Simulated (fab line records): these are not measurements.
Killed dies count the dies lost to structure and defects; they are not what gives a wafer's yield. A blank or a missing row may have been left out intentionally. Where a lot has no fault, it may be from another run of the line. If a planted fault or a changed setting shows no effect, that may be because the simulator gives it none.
fab line records	flow nand_harc
record: lots: 6	wafers: 18	last_day: 25
route steps=1159 shown A_SLIT@799 A_SIN_REMOVE@804 A_WL_FILL@809 END@1159
lots untouched by any fault: they come from a run of this same line in which no faults occurred
start_h: the number of hours between the record's first day and the start of the first shown wafer of the lot	wait_h: how many hours have passed since the lot's step before this one	" same as the row above	L1.1+2: several wafers, shown together as one row	- either no value or no given start	* or withheld: withheld	< > ~ a bound
route shown NAME@n: names a module that has steps shown in the file, with the first one's number in the route	usual: mean/standard deviation taken from wafers without a fault	same: alike in all rows	chamber/n: place in a boat	sites: the reading at each site	_std_site: the values' standard deviation	_edge_site: the outer-site mean with the inner-site mean subtracted	radius_mm: for every site, how far away it sits from the centre of the wafer	mask NAME#n: copy n	behind: tool/chamber where the wafer was last shaped	hold: cause of the lot's hold/its duration in hours/its outcome	device: the transistor (n, p or np) that didn't switch	end of line: the same wafers' tests at the end of the route	for a step that has no rows: nothing shown but its recipe	killed: not the wafer's yield, but the dies lost to structure and defects at the first sort	map: the dies of a wafer, with x for killed, . for not killed, _ for no die there
set.NAME: the setting as run; set.NAME@STEP: as run at that earlier step	model.NAME: the simulator's own value behind a step, which no gauge read
a table for each step, a row for each wafer; lots at some steps of the route
services: from which hour (start_h, from the record's first day; less than 0 if before it) a tool's chamber was out of use, for how many hours, and why
== steps ==
step: NHARC_A_SLIT_ETCH_29
recipe: target_depth_a: 1000	overetch_a: 100	time_s: 55	ion_energy_ev: 100	cf4_flow_sccm: 80	o2_flow_sccm: 20	ar_flow_sccm: 0	rf_w: 300	bias_w: 100	chemistry: CF4/O2
usual: bias_w: 99.96/0.28	drypump_motor_current_A: 5.8/0.38	oes_product_au: 1.001/0.01	rf_vpp_V: 198.3/1.2	showerhead_plenum_p_Torr: 1.36/0.043	throttle_valve_pct: 13.397/0.0092
lot.wafer	tool	chamber	start_h	wait_h	bias_w	drypump_motor_current_A	oes_product_au	rf_hours_counter_h	rf_vpp_V	showerhead_plenum_p_Torr	throttle_valve_pct
L369.3	rie_diel-01	1	343.94	0.1	100.60	6.1	1.017	1	199.1	1.42	13.394
L369.2	"	3	"	"	99.99	5.6	1.000	1	198.8	1.36	13.404
L369.6	"	0	"	"	99.92	6.1	1.000	-	195.1	1.26	13.399
L376.1	rie_diel-01	2	380.70	0.1	100.17	5.9	0.998	4	200.3	1.39	13.396
L376.4	"	0	"	"	99.94	6.1	1.012	4	196.8	1.26	13.395
L376.5	"	2	"	"	100.14	5.9	1.004	-	199.4	1.39	13.395
L383.3	rie_diel-07	1	437.06	0.1	100.10	5.2	0.997	1	199.5	1.43	13.385
L383.1	"	3	"	"	100.01	6.3	1.007	2	198.7	1.33	13.392
L383.4	"	0	"	"	99.86	5.4	1.017	1	199.3	1.35	13.403
L382.1	rie_diel-11	3	439.14	0.1	99.77	5.8	0.984	3	197.2	1.37	13.411
L382.3	"	0	"	"	99.72	6.0	1.002	3	199.8	1.37	13.410
L382.2	"	1	"	"	99.57	6.1	0.989	3	197.3	1.35	13.407
L387.3	rie_diel-01	3	450.56	0.1	100.44	5.6	0.990	10	197.4	1.35	13.399
L387.2	"	1	"	"	99.64	6.1	1.002	10	199.2	1.42	13.394
L387.1	"	2	"	"	100.27	5.9	0.988	9	198.2	1.39	13.405
L388.4	rie_diel-01	2	468.61	0.1	100.24	6.0	1.012	11	199.1	1.38	13.404
L388.1	"	3	"	"	99.89	5.6	0.997	12	198.2	1.35	13.389
L388.3	"	1	"	"	99.98	6.1	1.023	12	199.2	1.42	13.391
step: NHARC_A_SLIT_STRIP_18
recipe: o2_flow_sccm: 500	ar_flow_sccm: 0	bias_w: 0	chemistry: O2
usual: drypump_motor_current_A: 5.9/0.37	oes_product_au: 1.001/0.01	rf_vpp_V: 57.9/0.87	showerhead_plenum_p_Torr: 3.59/0.11	throttle_valve_pct: 17.035/0.0099
same: bias_w: 0
lot.wafer	tool	chamber	start_h	wait_h	drypump_motor_current_A	oes_product_au	rf_hours_counter_h	rf_vpp_V	showerhead_plenum_p_Torr	throttle_valve_pct
L369.3	rie_diel-01	3	-	-	5.6	1.004	1	58.4	3.58	17.037
L369.2	"	0	"	"	6.1	1.002	1	57.9	3.35	17.042
L369.6	"	3	"	"	5.6	0.997	-	58.8	3.58	17.037
L376.1	rie_diel-01	2	-	-	5.9	1.003	4	58.0	3.66	17.023
L376.4	"	1	"	"	6.1	1.013	4	58.5	3.74	17.034
L376.5	"	3	"	"	5.6	1.008	-	58.3	3.58	17.032
L383.1	rie_diel-07	0	-	-	5.4	1.014	1	57.3	3.57	17.028
L383.3	"	1	"	"	5.3	1.001	1	58.7	3.76	17.051
L383.4	"	2	"	"	5.6	1.000	2	58.6	3.59	17.046
L382.2	rie_diel-11	1	-	-	6.1	1.004	3	58.3	3.56	17.037
L382.3	"	3	"	"	5.8	0.994	3	57.4	3.62	17.040
L382.1	"	0	"	"	6.0	0.993	3	57.9	3.63	17.040
L387.2	rie_diel-01	1	-	-	6.1	1.012	10	57.8	3.74	17.035
L387.1	"	3	"	"	5.7	0.998	10	57.6	3.58	17.037
L387.3	"	0	"	"	6.1	1.013	11	57.4	3.34	17.040
L388.4	rie_diel-01	0	-	-	6.1	0.992	13	56.6	3.34	17.024
L388.1	"	1	"	"	6.1	1.022	12	57.3	3.74	17.034
L388.3	"	3	"	"	5.7	0.984	12	58.4	3.58	17.032
step: NHARC_A_SLIT_PRECLEAN_19
recipe: time_s: *	temp_c: 50	bath_age_min: 0	chemistry: SC1
step: NHARC_A_SLIT_SRD_20
step: NHARC_A_SLIT_CD_MEAS_21
usual: cd_nm: 289.8/0.69
lot.wafer	tool	chamber	start_h	wait_h	cd_nm
L369.2	cd_sem-02	-	344.48	-	288.9
L369.3	"	-	"	"	288.0
L369.6	"	-	"	"	287.6
L376.1	cd_sem-03	-	381.28	0.1	290.2
L376.4	"	-	"	"	290.1
L376.5	"	-	"	"	289.7
L383.1	cd_sem-01	-	437.59	-	290.4
L383.3	"	-	"	"	288.9
L383.4	"	-	"	"	289.8
L382.1	cd_sem-02	-	439.67	-	290.0
L382.2	"	-	"	"	289.2
L382.3	"	-	"	"	289.3
L387.1	cd_sem-03	-	451.10	-	289.0
L387.2	"	-	"	"	289.3
L387.3	"	-	"	"	290.0
L388.1	cd_sem-01	-	469.16	-	289.8
L388.3	"	-	"	"	289.5
L388.4	"	-	"	"	290.9
step: NHARC_A_SIN_REMOVE_WET_00
recipe: temp_c: 160	time_s: 15300	chemistry: H3PO4
step: NHARC_A_SIN_REMOVE_PRECLEAN_01
recipe: time_s: *	temp_c: 50	bath_age_min: 0	chemistry: SC1
step: NHARC_A_SIN_REMOVE_SRD_02
step: NHARC_A_SIN_REMOVE_INSPECT_04
usual: raw_defect_count: 282/78
lot.wafer	tool	chamber	start_h	wait_h	raw_defect_count
L369.2	defect_inspect-01	-	352.20	0.0	436
L369.3	"	-	"	"	350
L369.6	"	-	"	"	319
L376.1	defect_inspect-01	-	387.80	0.0	181
L376.4	"	-	"	"	204
L376.5	"	-	"	"	200
L383.1	defect_inspect-02	-	445.39	0.0	135
L383.3	"	-	"	"	195
L383.4	"	-	"	"	294
L382.1	defect_inspect-02	-	445.40	0.0	263
L382.2	"	-	"	"	242
L382.3	"	-	"	"	318
L387.1	defect_inspect-01	-	457.04	0.0	222
L387.2	"	-	"	"	282
L387.3	"	-	"	"	274
L388.1	defect_inspect-02	-	476.74	0.0	308
L388.3	"	-	"	"	269
L388.4	"	-	"	"	260
step: NHARC_A_WL_FILL_ALD_00
recipe: target_thk_a: 30	pulse_time_s: 3	ald_cycles: 30	temp_c: 300	material: Al2O3
usual: heater_power_outer_w: 274/27	heater_power_w: 482/37	precursor_pulse_height_rel: 0.999/0.019
same: ald_cycles: 30
lot.wafer	tool	chamber	start_h	wait_h	heater_power_outer_w	heater_power_w	precursor_pulse_height_rel
L369.2	ald_hk-01	2	352.27	0.1	279	513	0.983
L369.3	"	0	"	"	245	455	0.957
L369.6	"	3	"	"	262	480	0.999
L376.1	ald_hk-01	3	387.89	0.1	267	473	0.982
L376.4	"	1	"	"	323	518	0.972
L376.5	"	2	"	"	280	502	1.019
L383.4	ald_hk-03	3	445.45	0.1	284	543	0.986
L383.3	"	0	"	"	232	433	0.977
L383.1	"	2	"	"	296	479	1.007
L382.2	ald_hk-04	1	445.46	0.1	277	447	1.033
L382.3	"	3	"	"	305	536	1.032
L382.1	"	0	"	"	241	449	1.029
L387.2	ald_hk-01	1	457.63	0.6	316	520	1.007
L387.1	"	2	"	"	276	507	1.009
L387.3	"	3	"	"	253	458	0.995
L388.1	ald_hk-03	2	476.80	0.1	293	481	0.985
L388.3	"	3	"	"	285	536	1.012
L388.4	"	0	"	"	229	427	1.012
step: NHARC_A_WL_FILL_RTA_01
recipe: temp_c: 1000	time_s: 5
usual: lamp_power_pct: 31.9/1.3	wafer_temp_C_max: 1006.1/1.5
lot.wafer	tool	chamber	start_h	wait_h	lamp_power_pct	wafer_temp_C_max
L369.2	rtp_anneal-01	0	352.72	-	33.0	1010.7
L369.3	"	0	"	"	33.0	1007.0
L369.6	"	0	"	"	33.0	1008.4
L376.1	rtp_anneal-01	0	388.15	-	33.1	1005.4
L376.4	"	0	"	"	33.1	1005.8
L376.5	"	0	"	"	33.1	1007.0
L383.1	rtp_anneal-02	0	445.71	-	30.4	1004.8
L383.3	"	0	"	"	30.4	1006.5
L383.4	"	0	"	"	30.5	1004.8
L382.1	rtp_anneal-01	0	445.81	-	33.0	1005.6
L382.2	"	0	"	"	33.1	1005.7
L382.3	"	0	"	"	33.1	1007.6
L387.1	rtp_anneal-01	0	457.99	-	33.1	1005.4
L387.2	"	0	"	"	33.0	1006.2
L387.3	"	0	"	"	33.1	1005.9
L388.1	rtp_anneal-02	0	477.20	-	30.4	1005.6
L388.3	"	0	"	"	30.4	1004.4
L388.4	"	0	"	"	30.4	1004.9
step: NHARC_A_WL_FILL_ALD_02
recipe: target_thk_a: 20	pulse_time_s: 3	ald_cycles: 100	temp_c: 450	material: TiN
usual: ald_cycles: 100/0	heater_power_outer_w: 699/60	heater_power_w: 1101/86	precursor_pulse_height_rel: 1.002/0.019
lot.wafer	tool	chamber	start_h	wait_h	ald_cycles	heater_power_outer_w	heater_power_w	precursor_pulse_height_rel
L369.2	ald_metal-02	1	352.91	0.2	100	770	1143	0.992
L369.3	"	0	"	"	100	641	1004	1.011
L369.6	"	1	"	"	100	761	1093	0.988
L376.4	ald_metal-04	0	388.37	0.1	100	646	1047	0.994
L376.1	"	3	"	"	100	757	1196	0.986
L376.5	"	0	"	"	100	661	1075	0.972
L383.4	ald_metal-01	2	445.93	0.1	-	-	-	-
L383.1	"	3	"	"	-	-	-	-
L383.3	"	0	"	"	-	-	-	-
L382.2	ald_metal-04	1	446.03	0.2	-	-	-	-
L382.3	"	2	"	"	-	-	-	-
L382.1	"	0	"	"	-	-	-	-
L387.2	ald_metal-04	0	458.24	0.2	100	664	1088	1.027
L387.1	"	1	"	"	100	772	1085	0.978
L387.3	"	2	"	"	100	802	1215	1.008
L388.4	ald_metal-01	3	477.41	0.1	100	723	1095	0.991
L388.3	"	0	"	"	100	695	1055	0.996
L388.1	"	2	"	"	100	706	1211	0.998
step: NHARC_END_SORT_01
recipe: temp_c: 25
usual: killed_at_array: 29/11	killed_at_other: 0.5/0.8	killed_at_periphery: 3.5/2.8	killed_dies: 33/12	killed_open: 3.1/1.8	killed_short: 1.8/1.4
same: gross_dies: 677
lot.wafer	tool	chamber	start_h	wait_h	killed_at_array	killed_at_other	killed_at_periphery	killed_dies	killed_open	killed_short
L383.1	prober-01	0	542.67	2.5	673	1	3	677	6	1
L383.3	prober-01	0	544.28	3.1	676	0	1	677	5	0
L383.4	prober-01	0	545.09	3.4	672	1	4	677	3	3
L382.1	prober-01	0	550.46	2.5	675	0	2	677	3	1
L382.2	prober-01	0	551.26	2.8	671	0	6	677	2	2
L382.3	prober-01	0	552.07	3.1	672	0	5	677	0	3
killed by level:class
L383.1 A_WL_FILL:area_ald=646 A_CHANNEL_HOLE_D1:chamber_film_flake=9 A_STAIRCASE:chamber_film_flake=6 A_CONTACT:chamber_film_flake=5 A_ONON_D1:geometric_particle:open=3 P_GATE:chamber_film_flake=3 A_WL_FILL:geometric_particle:open=1 A_CONTACT:geometric_particle:open=1
L383.3 A_WL_FILL:area_ald=649 A_STAIRCASE:chamber_film_flake=10 A_CHANNEL_HOLE_D1:chamber_film_flake=7 A_ONON_D1:geometric_particle:open=3 A_CONTACT:chamber_film_flake=3 A_SGD_CUT:geometric_particle:open=1 A_CONTACT:geometric_particle:open=1 P_GATE:chamber_film_flake=1
L383.4 A_WL_FILL:area_ald=654 A_CHANNEL_HOLE_D1:chamber_film_flake=7 A_STAIRCASE:chamber_film_flake=5 A_CONTACT:chamber_film_flake=3 P_GATE:geometric_particle:open=1 P_M0:geometric_particle:open=1 P_M1:geometric_particle:short=1 A_SGD_CUT:geometric_particle:short=1
L382.1 A_WL_FILL:area_ald=641 A_CHANNEL_HOLE_D1:chamber_film_flake=19 A_STAIRCASE:chamber_film_flake=5 A_SLIT:chamber_film_flake=2 A_CONTACT:chamber_film_flake=2 A_M0:chamber_film_flake=2 P_GATE:geometric_particle:open=1 A_ONON_D1:geometric_particle:open=1
L382.2 A_WL_FILL:area_ald=629 A_CHANNEL_HOLE_D1:chamber_film_flake=24 A_STAIRCASE:chamber_film_flake=8 A_M0:chamber_film_flake=4 P_ZERO_WELL:chamber_film_flake=3 A_CONTACT:chamber_film_flake=3 P_ZERO_WELL:geometric_particle:open=1 A_ONON_D1:geometric_particle:short=1
L382.3 A_WL_FILL:area_ald=626 A_CHANNEL_HOLE_D1:chamber_film_flake=24 A_STAIRCASE:chamber_film_flake=10 A_CONTACT:chamber_film_flake=4 A_M0:chamber_film_flake=4 A_WL_FILL:geometric_particle:short=2 P_CONTACT:geometric_particle:short=1 P_ZERO_WELL:chamber_film_flake=1
map L382.1 (x killed, . not)
____________x____________
_________xxxxxxx_________
_______xxxxxxxxxxx_______
______xxxxxxxxxxxxx______
_____xxxxxxxxxxxxxxx_____
____xxxxxxxxxxxxxxxxx____
____xxxxxxxxxxxxxxxxx____
___xxxxxxxxxxxxxxxxxxx___
___xxxxxxxxxxxxxxxxxxx___
__xxxxxxxxxxxxxxxxxxxxx__
__xxxxxxxxxxxxxxxxxxxxx__
_xxxxxxxxxxxxxxxxxxxxxxx_
_xxxxxxxxxxxxxxxxxxxxxxx_
_xxxxxxxxxxxxxxxxxxxxxxx_
_xxxxxxxxxxxxxxxxxxxxxxx_
_xxxxxxxxxxxxxxxxxxxxxxx_
xxxxxxxxxxxxxxxxxxxxxxxxx
xxxxxxxxxxxxxxxxxxxxxxxxx
xxxxxxxxxxxxxxxxxxxxxxxxx
xxxxxxxxxxxxxxxxxxxxxxxxx
xxxxxxxxxxxxxxxxxxxxxxxxx
_xxxxxxxxxxxxxxxxxxxxxxx_
_xxxxxxxxxxxxxxxxxxxxxxx_
_xxxxxxxxxxxxxxxxxxxxxxx_
_xxxxxxxxxxxxxxxxxxxxxxx_
_xxxxxxxxxxxxxxxxxxxxxxx_
__xxxxxxxxxxxxxxxxxxxxx__
__xxxxxxxxxxxxxxxxxxxxx__
___xxxxxxxxxxxxxxxxxxx___
___xxxxxxxxxxxxxxxxxxx___
____xxxxxxxxxxxxxxxxx____
____xxxxxxxxxxxxxxxxx____
_____xxxxxxxxxxxxxxx_____
______xxxxxxxxxxxxx______
_______xxxxxxxxxxx_______
_________xxxxxxx_________
____________x____________
map L383.1 (x killed, . not)
____________x____________
_________xxxxxxx_________
_______xxxxxxxxxxx_______
______xxxxxxxxxxxxx______
_____xxxxxxxxxxxxxxx_____
____xxxxxxxxxxxxxxxxx____
____xxxxxxxxxxxxxxxxx____
___xxxxxxxxxxxxxxxxxxx___
___xxxxxxxxxxxxxxxxxxx___
__xxxxxxxxxxxxxxxxxxxxx__
__xxxxxxxxxxxxxxxxxxxxx__
_xxxxxxxxxxxxxxxxxxxxxxx_
_xxxxxxxxxxxxxxxxxxxxxxx_
_xxxxxxxxxxxxxxxxxxxxxxx_
_xxxxxxxxxxxxxxxxxxxxxxx_
_xxxxxxxxxxxxxxxxxxxxxxx_
xxxxxxxxxxxxxxxxxxxxxxxxx
xxxxxxxxxxxxxxxxxxxxxxxxx
xxxxxxxxxxxxxxxxxxxxxxxxx
xxxxxxxxxxxxxxxxxxxxxxxxx
xxxxxxxxxxxxxxxxxxxxxxxxx
_xxxxxxxxxxxxxxxxxxxxxxx_
_xxxxxxxxxxxxxxxxxxxxxxx_
_xxxxxxxxxxxxxxxxxxxxxxx_
_xxxxxxxxxxxxxxxxxxxxxxx_
_xxxxxxxxxxxxxxxxxxxxxxx_
__xxxxxxxxxxxxxxxxxxxxx__
__xxxxxxxxxxxxxxxxxxxxx__
___xxxxxxxxxxxxxxxxxxx___
___xxxxxxxxxxxxxxxxxxx___
____xxxxxxxxxxxxxxxxx____
____xxxxxxxxxxxxxxxxx____
_____xxxxxxxxxxxxxxx_____
______xxxxxxxxxxxxx______
_______xxxxxxxxxxx_______
_________xxxxxxx_________
____________x____________
== services ==
tool	chamber	start_h	hours	kind
rie_diel-11	2	320.54	7.2	repair
rie_diel-01	0	323.81	-	clean
rie_diel-01	1	323.81	-	clean
rie_diel-01	2	323.81	-	clean
rie_diel-01	3	323.81	-	clean
ald_metal-04	1	354.63	19.8	repair
ald_hk-03	-	358.40	1.3	repair
ald_hk-04	-	364.00	10.0	pm
ald_metal-02	-	364.00	10.0	pm
rie_diel-01	2	365.97	2.5	repair
ald_metal-04	-	367.26	3.1	repair
rie_diel-11	-	370.55	9.0	pm
rtp_anneal-01	-	374.92	1.0	repair
rie_diel-07	2	380.41	4.0	repair
rie_diel-01	2	395.12	9.2	repair
rie_diel-07	-	405.87	9.0	pm
ald_metal-04	-	406.00	10.0	pm
ald_hk-01	-	407.08	10.0	pm
rie_diel-11	2	408.79	3.9	repair
rie_diel-01	2	416.40	4.7	repair
rie_diel-01	-	416.71	0.8	repair
rie_diel-07	1	418.10	3.7	repair
rie_diel-01	-	420.57	4.6	repair
rie_diel-07	-	448.81	8.6	repair
== key ==
first_sign: step: NHARC_A_WL_FILL_ALD_02	reading: tool_record	direction: missing
effect: step: NHARC_END_SORT_01	reading: killed_at_array	direction: up	sigmas: 57	usual: 29	struck: 673
more_kills_born_at: NHARC_A_WL_FILL_ALD_02@ald_metal-01: 1949	NHARC_A_WL_FILL_ALD_02@ald_metal-04: 1896
met_at NHARC_A_WL_FILL_ALD_02
struck_wafers L382.1,L382.2,L382.3,L383.1,L383.3,L383.4
later_rows_left_out L382.1,L382.2,L382.3,L383.1,L383.3,L383.4
tester_left_out L382,L383
onset_between 388.37 445.93
fault: kind: skipped_step_whole	tool: ald_metal-01,ald_metal-04	chamber: -	onset_h: 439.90	steps: NHARC_A_WL_FILL_ALD_02	scope: struck_lots_only
tester_left_out: of these lots the tester's yield and bins aren't shown, on N5 and GAA mostly nor the transistor test; their killed dies are dies lost to structure and defects alone, not to doping, threshold or leakage, so they don't give the yield
later_rows_left_out: the simulator's readings of these wafers behind a module that went badly wrong aren't trusted and aren't shown, but for the sort
